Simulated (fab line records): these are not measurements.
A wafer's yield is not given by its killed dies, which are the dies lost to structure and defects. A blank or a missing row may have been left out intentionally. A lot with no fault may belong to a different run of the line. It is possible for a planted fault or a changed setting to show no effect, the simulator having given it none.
What tool caused it? | flow nand harc | 6 lots with 18 wafers sampled at 2 steps, on a route of 1159 steps

WHAT THE GAUGES READ, wafer by wafer
NHARC_P_GATE_INSPECT_68.
lot  | measured     | on                | raw defect count
L467 | day 5 20:41  | defect inspect-02 | 163 175 125
L469 | day 6 11:04  | defect inspect-02 | 176 209 179
L479 | day 8 22:54  | defect inspect-02 | 1046 833 904
L485 | day 10 04:02 | defect inspect-01 | 176 287 167
L488 | day 10 21:06 | defect inspect-01 | 208 300 208
L489 | day 11 03:58 | defect inspect-02 | 356 316 173

WHAT TOOL EACH LOT RAN ON (gives the tool, then ch and the chambers of the sampled wafers, and finally the start)
lot  | NHARC_P_GATE_STRIP_75
L467 | plasma asher-02 ch 0,1, day 5 14:36
L469 | plasma asher-01 ch 0,1, day 6 05:26
L479 | plasma asher-01 ch 0,1, day 8 16:30
L485 | plasma asher-02 ch 0,1, day 9 22:08
L488 | plasma asher-02 ch 0,1, day 10 14:37
L489 | plasma asher-02 ch 0,1, day 10 22:13
- NHARC_P_GATE_STRIP_75: strips in O2.

THE ANSWER, worked out from the rows above alone
Rule: usual is defined by the lots themselves. The widest of any qualifying gaps counts: lots, ordered by their means at a reading, are off when they make up no more than a third of the lots, leave a main group of 4 or more, and stand apart from it by 3 or more times the standard deviation of that group's means. Not used: any main group whose means are identical at the precision the tables above print for the reading. Also off: a lot with no number at a reading for which 4 or more lots have one. Where the step has rows for the other lots, those lots are counted as sound.
Off at NHARC_P_GATE_INSPECT_68 (raw defect count): L479. The main group has a mean of 215 with a standard deviation of 43.
A tool fits if, at a process step before that reading, it ran every lot that is off, and no sound lot after the first of them. The gauges at NHARC_P_GATE_INSPECT_68 are tried like those tools. One candidate fits, namely plasma asher-01 at NHARC_P_GATE_STRIP_75. A fault onset in the window from L469 (day 6 05:26, its last sound lot) to L479 (day 8 16:30, its first lot off) fits.

WHAT THE SIMULATOR HAD INSERTED
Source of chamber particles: plasma asher-01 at NHARC_P_GATE_STRIP_75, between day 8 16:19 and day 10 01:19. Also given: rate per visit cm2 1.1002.
Struck lots among those shown: L479. The rule above reached the same finding.
